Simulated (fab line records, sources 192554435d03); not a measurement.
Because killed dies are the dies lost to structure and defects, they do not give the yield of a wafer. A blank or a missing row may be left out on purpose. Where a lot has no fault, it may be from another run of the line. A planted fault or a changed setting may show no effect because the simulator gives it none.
Split-lot trial ; flow n5Finfet ; 21 wafers read from 7 lots, route of 1938 steps

## SPLIT DETAILS
At N5_BEOL_M0_SAQP_SPACER1_ALD_98 (deposits SiO2, target thk 12.8 nm, pulse time 1 s, purge time 2 s), the setting aldCycles was moved away from the recipe's 138 on 7 of the 21 wafers read, by -13.0% to +15.9%. This setting was run at the recipe's value on the other wafers.

## FROM THE SPLIT TO THE READING: what the file shows between them, 2 steps
- N5_BEOL_M0_SAQP_SPACER1_ETCHBACK_99: etches SiO2 in CHF3/O2, target depth 15.4 nm, time 7.7 s
- N5_BEOL_M0_SAQP_MANDREL1_REMOVE_100: chemistry HBr/Cl2/O2, target a-Si, stops on SiNx, bt time 10 s

## THE READING
cdNm, in nm, at N5_BEOL_M0_SAQP_CD_MEAS_25 (target cd 13.1 nm). On this fab line, fault-free wafers typically give 12.84 nm with a standard deviation of 0.23 nm.

wafer;tool, chamber at the split;aldCycles as run;against the recipe;cdNm, nm;against lot-mates on the recipe
L075.1;aldSin-01, 0;129;-6.5%;11.67;-0.91
L075.3;aldSin-01, 2,0;138;recipe;12.46;-
L075.6;aldSin-01, 2,0;138;recipe;12.70;-
L077.3;aldSin-03, 2;138;recipe;12.69;-
L077.4;aldSin-03, 1;154;+11.6%;14.03;+1.34
L077.6;aldSin-03, 0;154;+11.6%;14.39;+1.70
L082.4;aldSin-02, 3;138;recipe;12.76;-
L082.5;aldSin-02, 2,3;160;+15.9%;14.84;+2.08
L082.6;aldSin-02, 2,3;160;+15.9%;15.03;+2.27
L089.2;aldSin-01, 1,0,1;138;recipe;12.70;-
L089.4;aldSin-01, 1,0,1;138;recipe;12.73;-
L089.6;aldSin-01, 1,0,1;138;recipe;12.61;-
L092.2;aldSin-01, 0,1;138;recipe;12.92;-
L092.3;aldSin-01, 0,1;138;recipe;12.92;-
L092.4;aldSin-01, 3;138;recipe;12.51;-
L096.2;aldSin-01, 1;120;-13.0%;11.29;-1.65
L096.5;aldSin-01, 0,1;138;recipe;12.95;-
L096.6;aldSin-01, 0,1;138;recipe;12.93;-
L097.2;aldSin-02, 1;138;recipe;13.50;-
L097.3;aldSin-02, 2;127;-8.0%;12.16;-1.09
L097.6;aldSin-02, 2;138;recipe;13.01;-
When a row names more than one chamber, that row covers several wafers, and the file does not tell which wafer ran in which chamber.

FIT RESULTS
A straight line over all 21 wafers: cdNm changes by +0.126 nm for each +1% of aldCycles; r = +0.96; the points scatter about the line by 0.25 nm.
The same after taking each lot's own level away (the mean of its wafers on the recipe; 21 wafers): +0.134 nm for each +1%; r = +0.99; scatter 0.14 nm.
On that fit, the largest move of aldCycles shifts the reading by 2.1 nm.
Measured against the standard deviation above, the lots' own levels, which go from 12.580 to 13.255 nm, span 2.9 times it.
The two slopes agree, so the slope changes little with the lot-to-lot level.
Check: for one of the wafers moved furthest among these (+15.9%), held out of the fit, the line's prediction against its lot-mates is +2.15 nm. Against them it came out at +2.08 nm.

## THE OTHER SPLITS THESE WAFERS WENT THROUGH
Before the reading, these wafers also passed through other splits. Each is held against what the fit with the lots' levels taken away leaves over:
other split on the same wafers;wafers away from the commonest value;r with cdNm (lot level and that fit taken away)
N5_SDB_CUT_ETCH_26 icpW;7;-0.04
N5_GATE_CUT_ETCH_56 icpW;6;+0.10
N5_GATE_CUT_ETCH_58 timeS;6;+0.23
N5_MOL_CONTACT_COAG_COAT_02 spinRpm;4;+0.10
N5_MOL_CONTACT_COAG_ETCH_105 biasW;5;+0.17
N5_MOL_CONTACT_COAG_VIA_ETCH_46 biasW;6;-0.14
N5_MOL_CONTACT_COAG_VIA_ETCH_117 biasW;9;+0.03

## THE WHOLE CHAIN: every reading that the file lists as answering this split, in the file's order
step;what it does;reading;change (the file's fit);r (the file's)
N5_BEOL_M0_SAQP_SPACER1_ALD_98;deposits SiO2, target thk 12.8 nm, pulse time 1 s, purge time 2 s;SiO2_of_BEOL_M0_SAQP_SPACER1_ALD_98.thkNm (the simulator's own value, which no gauge read);+0.124 nm for each +1% of the setting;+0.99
N5_BEOL_M0_SAQP_MANDREL1_REMOVE_100;chemistry HBr/Cl2/O2, target a-Si, stops on SiNx, bt time 10 s;SiO2_of_BEOL_M0_SAQP_SPACER1_ALD_98.thkNm (the simulator's own value, which no gauge read);+0.127 nm for each +1% of the setting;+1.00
N5_BEOL_M0_SAQP_MANDREL1_REMOVE_100;chemistry HBr/Cl2/O2, target a-Si, stops on SiNx, bt time 10 s;BEOL_M0_SAQP.cdNm (the simulator's own value, which no gauge read);+0.125 nm for each +1% of the setting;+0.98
N5_BEOL_M0_SAQP_CD_MEAS_25;target cd 13.1 nm;cdNm;+0.133 nm for each +1% of the setting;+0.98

## THE FILE'S OWN FIT
cdNm changes by +0.133 nm for each +1% of aldCycles, r = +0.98.
